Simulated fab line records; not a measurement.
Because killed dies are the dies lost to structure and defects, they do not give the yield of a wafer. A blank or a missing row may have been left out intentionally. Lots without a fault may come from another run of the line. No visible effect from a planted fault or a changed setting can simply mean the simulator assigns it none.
fab line records	flow nand-harc
[record] lots = 6	wafers = 18	last-day = 34
route steps=1302 shown P_GATE@126
lots that met no fault: from a run of the same line without faults
start-h: the number of hours between the record's first day and the start of the first shown wafer of the lot	wait-h: hours since the lot's step before	" same as the row above	L1.1+2: one row covering several wafers at once	- no value, or no start was given	* or withheld: withheld	< > ~ a bound
route shown NAME@n: names a module that has steps shown in the file, with the first one's number in the route	usual: mean/standard deviation taken from wafers without a fault	same: alike in all rows	chamber/n: place in a boat	sites: per-site readings	_std_site: the values' standard deviation	_edge_site: outer sites' mean less inner sites'	radius-mm: how far each site lies from the wafer's centre	mask NAME#n: copy n	behind: the most recent tool/chamber to have shaped the wafer	hold: what put the lot on hold/how long, in hours/how the hold closed	device: whichever transistor did not switch (one of n, p or np)	end of line: the same wafers' tests at the end of the route	where a step has no rows: the recipe by itself	killed: at the first sort, the dies lost to defects and structure; wafer yield is something else	map: per-die view of a wafer (x killed, . not killed, _ where there is no die)
set.NAME: the setting the step ran with; set.NAME@STEP: the setting that earlier step ran with	model.NAME: the simulator's own value behind a step, which no gauge read
lots seen at some steps along the route; tables by step, rows by wafer
services: a tool's chamber out of use, with start hour (start-h, from the record's first day; less than 0 if before it), hours out, and reason
[[steps]]
[step NHARC_P_GATE_STRIP_15]
[recipe] time-s = 780	temp-c = 130	chemistry = SPM
[step NHARC_P_GATE_PRECLEAN_71]
[recipe] time-s = *	temp-c = 50	bath-age-min = 0	chemistry = SC1
[step NHARC_P_GATE_SRD_72]
[step NHARC_P_GATE_OXIDE_16]
[recipe] target-thk-a = 30	temp-c = 875	ox-time-s = 392	material = SiO2
[step NHARC_P_GATE_CVD_17]
[recipe] target-thk-a = 1500	temp-c = 620	time-s = 900	material = poly-Si
[step NHARC_P_GATE_HM_DEP_102]
[recipe] target-thk-a = 1200	temp-c = 400	material = aC
[usual] throttle-valve-pct = 35.000/0.0098
lot.wafer	tool	chamber	start-h	wait-h	throttle-valve-pct
L927.1	acl-dep-02	0	95.25	0.4	34.999
L927.3	"	0	"	"	34.988
L927.6	"	0	"	"	35.009
L936.1	acl-dep-02	0	187.42	2.0	34.988
L936.5	"	0	"	"	34.998
L936.6	"	0	"	"	34.989
L939.1	acl-dep-01	0	217.13	0.4	35.000
L939.2	"	0	"	"	35.013
L939.4	"	0	"	"	35.013
L944.2	acl-dep-03	0	269.96	7.9	34.993
L944.4	"	0	"	"	35.003
L944.6	"	0	"	"	35.001
L945.2	acl-dep-03	0	270.61	0.9	34.984
L945.3	"	0	"	"	34.999
L945.6	"	0	"	"	35.015
L950.3	acl-dep-03	0	327.55	5.3	35.018
L950.4	"	0	"	"	34.987
L950.6	"	0	"	"	35.015
[step NHARC_P_GATE_DEP_103]
[recipe] target-thk-a = 300	target-thk-nm = 30	temp-c = 400	flow-sccm = 200	rf-w = 350	material = SiON
[usual] heater-power-w = 740/82
lot.wafer	tool	chamber	start-h	wait-h	heater-power-w	since-wet-clean-h
L927.3	pecvd-02	1	96.06	0.5	829	37
L927.1	"	2	"	"	710	37
L927.6	"	1	"	"	861	-
L936.1	pecvd-01	2	188.65	1.1	723	45
L936.6	"	1	"	"	604	-
L936.5	"	2	"	"	727	-
L939.1	pecvd-02	1	217.81	0.6	823	159
L939.2	"	0	"	"	727	159
L939.4	"	0	"	"	737	-
L944.2	pecvd-02	0	270.58	0.5	685	30
L944.4	"	1	"	"	768	-
L944.6	"	2	"	"	655	-
L945.2	pecvd-01	0	271.15	0.4	770	128
L945.3	"	1	"	"	650	128
L945.6	"	2	"	"	760	-
L950.3	pecvd-02	2	328.02	0.4	742	88
L950.4	"	1	"	"	768	-
L950.6	"	2	"	"	727	-
[step NHARC_P_GATE_DEHYDRATE_18]
[recipe] temp-c = 150	time-s = 120
[step NHARC_P_GATE_HMDS_19]
[recipe] time-s = 30
[step NHARC_P_GATE_COAT_20]
[recipe] spin-rpm = 1500	resist-thk-nm = 90
[step NHARC_P_GATE_SOFTBAKE_21]
[recipe] temp-c = 105	time-s = 55
[step NHARC_P_GATE_EBR_22]
[step NHARC_P_GATE_EXPOSE_23]
[recipe] na = 1.35	target-cd-nm = 120	dose-mj = 93.91	mask-id = P_GATE
[usual] exposure-dose-mJ-cm2 = 93.92/0.094	reticle-temp-C = 22.99/0.097
[same] na = 1.35
lot.wafer	tool	chamber	start-h	wait-h	mask	exposure-dose-mJ-cm2	reticle-temp-C
L927.1	arfi-scanner-01	0	96.57	-	P_GATE#0	93.81	23.03
L927.3	"	0	"	"	P_GATE#0	93.76	22.98
L927.6	"	0	"	"	P_GATE#0	93.95	23.16
L936.1	arfi-scanner-01	0	189.00	-	P_GATE#0	93.86	23.08
L936.5	"	0	"	"	P_GATE#0	93.96	23.13
L936.6	"	0	"	"	P_GATE#0	93.93	23.05
L939.1	arfi-scanner-01	0	218.35	-	P_GATE#0	69.25	23.17
L939.2	"	0	"	"	P_GATE#0	69.22	22.99
L939.4	"	0	"	"	P_GATE#0	69.20	23.06
L944.2	arfi-scanner-01	0	271.07	-	P_GATE#0	69.13	22.88
L944.4	"	0	"	"	P_GATE#0	69.14	23.03
L944.6	"	0	"	"	P_GATE#0	69.00	22.89
L945.2	arfi-scanner-03	0	271.70	-	P_GATE#0	93.78	22.95
L945.3	"	0	"	"	P_GATE#0	93.94	22.94
L945.6	"	0	"	"	P_GATE#0	93.77	22.92
L950.3	arfi-scanner-02	0	328.54	-	P_GATE#0	93.90	22.90
L950.4	"	0	"	"	P_GATE#0	93.91	22.90
L950.6	"	0	"	"	P_GATE#0	93.94	23.06
[step NHARC_P_GATE_PEB_24]
[recipe] peb-temp-c = 100	peb-time-s = 65
[step NHARC_P_GATE_DEVELOP_25]
[recipe] develop-time-s = 35	dev-temp-c = 23
[step NHARC_P_GATE_CD_MEAS_26]
[recipe] target-cd-nm = 120	landing-energy-ev = 500
[usual] cd-nm = 119.8/0.56
[same] landing-energy-ev = 500
lot.wafer	tool	chamber	start-h	wait-h	cd-nm
L927.1	cd-sem-02	0	96.71	-	119.9
L927.3	"	0	"	"	120.2
L927.6	"	0	"	"	119.7
L936.1	cd-sem-01	0	189.14	-	119.3
L936.5	"	0	"	"	119.2
L936.6	"	0	"	"	119.7
L939.1	cd-sem-02	0	218.49	-	139.0
L939.2	"	0	"	"	138.2
L939.4	"	0	"	"	139.2
L944.2	cd-sem-01	0	271.21	-	136.9
L944.4	"	0	"	"	137.4
L944.6	"	0	"	"	137.6
L945.2	cd-sem-01	0	271.84	-	120.2
L945.3	"	0	"	"	119.8
L945.6	"	0	"	"	119.1
L950.3	cd-sem-03	0	328.68	-	120.6
L950.4	"	0	"	"	120.1
L950.6	"	0	"	"	119.6
[step NHARC_P_GATE_OVL_MEAS_27]
[usual] overlay-x-nm = 0.3/1.2	overlay-y-nm = 0.0/0.85
lot.wafer	tool	chamber	start-h	wait-h	overlay-x-nm	overlay-y-nm
L927.1	overlay-02	-	96.79	-	-0.5	-0.9
L927.3	"	-	"	"	0.0	-0.7
L927.6	"	-	"	"	-1.0	-1.0
L936.1	overlay-02	-	189.23	-	2.0	-0.3
L936.5	"	-	"	"	2.3	0.0
L936.6	"	-	"	"	2.0	0.0
L939.1	overlay-01	-	218.57	-	-0.2	-1.5
L939.2	"	-	"	"	0.0	-1.9
L939.4	"	-	"	"	0.3	-1.2
L944.2	overlay-01	-	271.30	-	-0.6	0.5
L944.4	"	-	"	"	-0.4	0.3
L944.6	"	-	"	"	-0.7	0.7
L945.2	overlay-01	-	271.92	-	0.8	0.0
L945.3	"	-	"	"	1.2	-0.6
L945.6	"	-	"	"	1.1	-0.1
L950.3	overlay-01	-	328.76	-	1.7	0.8
L950.4	"	-	"	"	1.5	0.7
L950.6	"	-	"	"	1.1	0.5
[step NHARC_P_GATE_INSPECT_28]
[usual] raw-defect-count = 6.2/3
lot.wafer	tool	chamber	start-h	wait-h	raw-defect-count
L927.1	defect-inspect-02	-	96.83	0.0	5
L927.3	"	-	"	"	2
L927.6	"	-	"	"	3
L936.1	defect-inspect-01	-	189.27	0.0	8
L936.5	"	-	"	"	6
L936.6	"	-	"	"	7
L939.1	defect-inspect-02	-	218.61	0.0	2
L939.2	"	-	"	"	5
L939.4	"	-	"	"	9
L944.2	defect-inspect-01	-	271.34	0.0	3
L944.4	"	-	"	"	3
L944.6	"	-	"	"	5
L945.2	defect-inspect-01	-	271.96	0.0	7
L945.3	"	-	"	"	5
L945.6	"	-	"	"	6
L950.3	defect-inspect-01	-	328.80	0.0	11
L950.4	"	-	"	"	9
L950.6	"	-	"	"	10
[step NHARC_P_GATE_DESCUM_31]
[recipe] time-s = 3	o2-flow-sccm = 200	ar-flow-sccm = 0	bias-power-w = 0	chemistry = O2
[usual] drypump-motor-current-A = 5.8/0.35	oes-product-au = 1.000/0.012	rf-vpp-V = 57.9/0.91	showerhead-plenum-p-Torr = 1.93/0.087	throttle-valve-pct = 11.312/0.0087
lot.wafer	tool	chamber	start-h	wait-h	drypump-motor-current-A	oes-product-au	rf-hours-counter-h	rf-vpp-V	showerhead-plenum-p-Torr	throttle-valve-pct	model.P_GATE.cd-nm
L927.3	rie-diel-09	3	96.90	0.1	5.6	0.999	6.8	58.1	1.94	11.326	120
L927.1	"	1	"	"	6.0	1.006	6.0	57.8	1.90	11.303	119.5
L927.6	"	3	"	"	5.6	0.992	-	59.0	1.94	11.312	119.1
L936.1	rie-diel-10	3	189.34	0.1	5.6	1.012	7.6	55.8	1.81	11.305	118.8
L936.5	"	2	"	"	5.4	0.988	-	57.3	1.90	11.324	119
L936.6	"	3	"	"	5.6	1.015	-	56.7	1.81	11.302	119.4
L939.4	rie-diel-01	1	218.67	0.1	5.3	1.005	0.7	57.5	1.84	11.301	138.9
L939.1	"	2	"	"	6.0	0.996	0.5	58.1	2.01	11.316	139.5
L939.2	"	0	"	"	5.2	1.008	0.6	57.8	1.87	11.314	137.9
L944.2	rie-diel-09	3	271.40	0.1	5.5	1.002	6.7	58.3	1.93	11.315	137.1
L944.4	"	2	"	"	6.4	1.004	6.7	56.5	1.81	11.314	137.5
L944.6	"	3	"	"	5.5	0.985	-	58.8	1.93	11.314	137.7
L945.3	rie-diel-01	2	272.02	0.1	6.0	0.991	2.9	58.0	2.01	11.300	120
L945.2	"	0	"	"	5.2	0.993	3.3	56.6	1.87	11.319	119.8
L945.6	"	2	"	"	6.0	1.004	-	58.2	2.01	11.288	119.4
L950.3	rie-diel-01	2	328.87	0.1	6.0	0.988	6.6	58.5	2.01	11.316	120.7
L950.4	"	0	"	"	5.2	1.005	-	58.5	1.87	11.313	119.8
L950.6	"	3	"	"	6.3	1.010	-	57.7	1.97	11.321	120.2
[step NHARC_P_GATE_ETCH_104]
[recipe] target-depth-a = 600	time-s = withheld	cf4-flow-sccm = 100	chf3-flow-sccm = 30	ar-flow-sccm = 0	rf-w = 500	bias-w = 200	chemistry = CF4/CHF3
[usual] drypump-motor-current-A = 5.8/0.36	oes-product-au = 0.945/0.023	rf-vpp-V = 370.8/2.4	showerhead-plenum-p-Torr = 1.58/0.066	throttle-valve-pct = 16.802/0.0097
lot.wafer	tool	chamber	start-h	wait-h	drypump-motor-current-A	oes-product-au	rf-vpp-V	showerhead-plenum-p-Torr	throttle-valve-pct
L927.3	rie-diel-09	3	96.99	0.1	5.6	0.928	369.5	1.59	16.801
L927.1	"	0	"	"	5.5	0.918	373.9	1.69	16.808
L927.6	"	1	"	"	6.0	0.926	369.2	1.56	16.807
L936.1	rie-diel-10	1	189.42	0.1	5.5	0.937	372.7	1.65	16.806
L936.6	"	3	"	"	5.6	0.923	367.8	1.49	16.785
L936.5	"	0	"	"	6.0	0.934	373.6	1.66	16.817
L939.1	rie-diel-01	1	218.76	0.1	5.3	0.958	369.1	1.52	16.799
L939.2	"	2	"	"	6.0	0.956	373.6	1.65	16.806
L939.4	"	3	"	"	6.3	0.963	372.6	1.62	16.787
L944.4	rie-diel-09	0	271.48	0.1	5.6	0.912	375.1	1.68	16.808
L944.2	"	2	"	"	6.4	0.922	367.9	1.49	16.800
L944.6	"	3	"	"	5.6	0.918	370.6	1.59	16.794
L945.2	rie-diel-01	0	272.12	0.1	5.2	0.958	368.4	1.54	16.806
L945.3	"	3	"	"	6.3	0.955	371.7	1.62	16.782
L945.6	"	2	"	"	6.0	0.952	373.4	1.65	16.796
L950.3	rie-diel-01	0	328.96	0.1	5.2	0.929	368.3	1.54	16.795
L950.6	"	0	"	"	5.2	0.928	369.2	1.54	16.790
L950.4	"	2	"	"	6.0	0.915	372.1	1.65	16.812
[step NHARC_P_GATE_HM_OPEN_105]
[recipe] target-depth-a = 3600	o2-flow-sccm = 400	cos-flow-sccm = 20	ar-flow-sccm = 0	rf-w = 500	bias-w = 300	chemistry = O2/COS
[usual] drypump-motor-current-A = 5.8/0.36	oes-product-au = 1.000/0.012	rf-vpp-V = 467.8/3	showerhead-plenum-p-Torr = 3.15/0.13	throttle-valve-pct = 28.331/0.0085
lot.wafer	tool	chamber	start-h	wait-h	drypump-motor-current-A	oes-product-au	rf-hours-counter-h	rf-vpp-V	showerhead-plenum-p-Torr	throttle-valve-pct
L927.3	rie-diel-09	3	-	-	5.6	0.998	6.9	468.0	3.16	28.328
L927.1	"	1	"	"	6.0	0.991	6.0	466.6	3.10	28.329
L927.6	"	3	"	"	5.6	0.984	-	467.0	3.16	28.330
L936.1	rie-diel-10	3	-	-	5.6	1.006	7.7	464.8	2.97	28.322
L936.5	"	0	"	"	6.0	1.016	-	471.9	3.30	28.326
L936.6	"	1	"	"	5.4	1.014	-	470.4	3.27	28.331
L939.4	rie-diel-01	0	-	-	5.2	1.007	0.6	465.8	3.05	28.341
L939.1	"	1	"	"	5.3	0.997	0.7	463.8	3.01	28.327
L939.2	"	2	"	"	6.0	0.984	0.5	470.3	3.27	28.324
L944.2	rie-diel-09	3	-	-	5.6	0.980	6.7	468.3	3.15	28.327
L944.4	"	0	"	"	5.6	0.987	7.9	471.4	3.34	28.324
L944.6	"	2	"	"	6.4	0.985	-	461.7	2.96	28.308
L945.2	rie-diel-01	0	-	-	5.2	0.996	3.4	466.6	3.05	28.331
L945.3	"	3	"	"	6.3	0.994	2.6	467.4	3.21	28.331
L945.6	"	3	"	"	6.3	0.997	-	468.5	3.21	28.341
L950.3	rie-diel-01	3	-	-	6.3	1.009	6.7	469.8	3.21	28.326
L950.6	"	3	"	"	6.3	1.005	-	468.8	3.21	28.334
L950.4	"	0	"	"	5.2	1.000	-	465.2	3.05	28.352
[step NHARC_P_GATE_STRIP_106]
[recipe] o2-flow-sccm = 400	cos-flow-sccm = 20	ar-flow-sccm = 0	bias-w = 0	chemistry = O2/COS
[step NHARC_P_GATE_ETCH_114]
[recipe] target-depth-a = 300	overetch-a = 30	time-s = 16.5	ion-energy-ev = 100	cf4-flow-sccm = 80	o2-flow-sccm = 20	ar-flow-sccm = 0	rf-w = 300	bias-w = 100	chemistry = CF4/O2
[usual] drypump-motor-current-A = 5.7/0.33	oes-product-au = 0.999/0.013	rf-vpp-V = 198.2/1.4	showerhead-plenum-p-Torr = 1.35/0.058	throttle-valve-pct = 13.399/0.0085
lot.wafer	tool	chamber	start-h	wait-h	drypump-motor-current-A	oes-product-au	rf-hours-counter-h	rf-vpp-V	showerhead-plenum-p-Torr	throttle-valve-pct
L927.3	rie-diel-09	2	-	-	6.4	1.009	7.3	194.3	1.27	13.410
L927.1	"	3	"	"	5.5	1.001	6.9	197.1	1.35	13.408
L927.6	"	1	"	"	6.0	0.998	-	197.3	1.33	13.394
L936.1	rie-diel-10	1	-	-	5.5	1.018	7.3	198.8	1.40	13.396
L936.6	"	1	"	"	5.5	1.017	-	197.9	1.40	13.404
L936.5	"	2	"	"	5.4	0.993	-	198.1	1.32	13.403
L939.1	rie-diel-01	2	-	-	6.0	0.986	0.5	199.1	1.40	13.385
L939.4	"	3	"	"	6.3	0.986	0.4	197.8	1.37	13.402
L939.2	"	0	"	"	5.2	1.006	0.7	197.0	1.30	13.396
L944.2	rie-diel-09	0	-	-	5.6	0.993	7.9	200.9	1.43	13.377
L944.4	"	2	"	"	6.4	0.986	6.8	196.3	1.26	13.392
L944.6	"	0	"	"	5.6	0.974	-	199.3	1.43	13.386
L945.3	rie-diel-01	0	-	-	5.2	0.999	3.4	197.7	1.30	13.394
L945.2	"	2	"	"	6.0	0.999	2.9	198.9	1.40	13.386
L945.6	"	0	"	"	5.2	0.982	-	196.2	1.30	13.398
L950.3	rie-diel-01	0	-	-	5.2	1.003	7.5	197.8	1.30	13.399
L950.6	"	0	"	"	5.2	1.001	-	197.9	1.30	13.393
L950.4	"	3	"	"	6.3	0.995	-	198.1	1.37	13.405
[step NHARC_P_GATE_ETCH_32]
[recipe] target-depth-a = 1500	over-etch-frac = 1	over-etch-ion-energy-ev = 40	time-s = 100.1	hbr-flow-sccm = 150	cl2-flow-sccm = 50	rf-w = 400	icp-w = 400	bias-w = 100	chemistry = HBr/Cl2
[usual] drypump-motor-current-A = 5.8/0.46	oes-product-au = 0.996/0.011	throttle-valve-pct = 26.406/0.0089
lot.wafer	tool	chamber	start-h	wait-h	drypump-motor-current-A	oes-product-au	rf-hours-counter-h	throttle-valve-pct	model.P_GATE.cd-nm
L927.1	rie-si-05	0	97.81	-	6.0	0.989	0.8	26.400	123.1
L927.3	"	3	"	"	5.3	1.002	0.9	26.410	118.4
L927.6	"	0	"	"	6.0	1.000	-	26.415	119.4
L936.1	rie-si-01	2	189.83	-	4.9	0.989	1.0	26.421	120.4
L936.5	"	3	"	"	5.9	0.992	-	26.411	116.9
L936.6	"	0	"	"	5.8	0.996	-	26.404	118.7
L939.1	rie-si-04	1	219.15	-	5.7	0.994	0.3	26.401	139.6
L939.2	"	2	"	"	5.4	0.977	0.1	26.402	138
L939.4	"	3	"	"	6.0	1.012	0.3	26.408	139.6
L944.2	rie-si-01	2	271.86	-	4.9	0.999	0.3	26.395	131.2
L944.4	"	1	"	"	6.6	1.007	0.4	26.409	134.6
L944.6	"	2	"	"	4.9	0.997	-	26.406	128.9
L945.2	rie-si-05	0	272.55	-	6.0	1.002	0.9	26.424	119.5
L945.3	"	2	"	"	5.9	0.984	0.9	26.389	119.2
L945.6	"	1	"	"	5.4	0.981	-	26.398	118.1
L950.3	rie-si-05	3	329.42	-	5.3	1.013	0.1	26.411	119.5
L950.4	"	0	"	"	6.0	1.009	0.1	26.403	122.1
L950.6	"	2	"	"	5.9	0.995	-	26.401	117.4
[step NHARC_P_GATE_STRIP_108]
[recipe] o2-flow-sccm = 500	ar-flow-sccm = 0	bias-w = 0	chemistry = O2
[[services]]
tool	chamber	start-h	hours	kind
rie-diel-01	1	81.26	4.6	repair
rie-diel-09	0	85.69	2.9	repair
arfi-scanner-01	-	86.08	4.0	pm
rie-diel-09	1	93.88	1.3	repair
rie-diel-01	1	96.31	14.8	repair
rie-diel-09	2	97.91	3.2	repair
pecvd-02	2	104.64	8.4	repair
rie-diel-10	2	115.16	7.7	repair
acl-dep-03	-	117.94	13.0	pm
rie-si-05	-	128.00	9.0	pm
rie-diel-09	-	143.10	9.0	pm
rie-diel-09	-	156.95	0.8	repair
rie-diel-01	3	181.54	1.6	repair
rie-diel-01	-	197.64	0.4	repair
rie-diel-01	-	203.84	9.0	pm
rie-diel-09	1	208.63	1.5	repair
pecvd-02	-	227.13	13.0	pm
rie-diel-01	1	241.90	36.7	repair
rie-diel-10	-	242.56	9.0	pm
arfi-scanner-01	-	258.08	4.0	pm
rie-diel-09	-	291.38	1.2	repair
pecvd-02	1	306.16	5.6	repair
rie-diel-09	-	320.10	9.0	pm
rie-diel-01	1	327.54	3.7	repair
[[key]]
[first-sign] step = NHARC_P_GATE_EXPOSE_23	reading = exposure-dose-mJ-cm2	direction = down	sigmas = 99+	usual = 93.92	struck = 69.16
[effect] step = NHARC_P_GATE_CD_MEAS_26	reading = cd-nm	direction = up	sigmas = 33	usual = 119.8	struck = 138.1
[model-effect] step = NHARC_P_GATE_DESCUM_31	value = P_GATE.cd-nm	without = 119.8	struck = 138.1
[model-effect] step = NHARC_P_GATE_ETCH_32	value = P_GATE.cd-nm	without = 117	struck = 135.3
met-at NHARC_P_GATE_EXPOSE_23
struck-wafers L939.1,L939.2,L939.4,L944.2,L944.4,L944.6
sort-left-out L939.1,L939.2,L939.4,L944.2,L944.4,L944.6
tester-left-out L939,L944
onset-between 189.00 218.35
[fault] kind = process-parameter-drift	tool = arfi-scanner-01	chamber = -	onset-h = 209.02	steps = NHARC_P_GATE_EXPOSE_23	channel = dose-mj	offset = -24.863	shape = step	acts-in = these-recipes-only	stated = 93.91
// tester-left-out: of these lots the tester's yield and bins aren't shown, on N5 and GAA mostly nor the transistor test; their killed dies are dies lost to structure and defects alone, not to doping, threshold or leakage, so they don't give the yield
// sort-left-out: the simulated sort isn't trusted on such a fault, so these wafers' sort isn't shown, and their yield isn't known
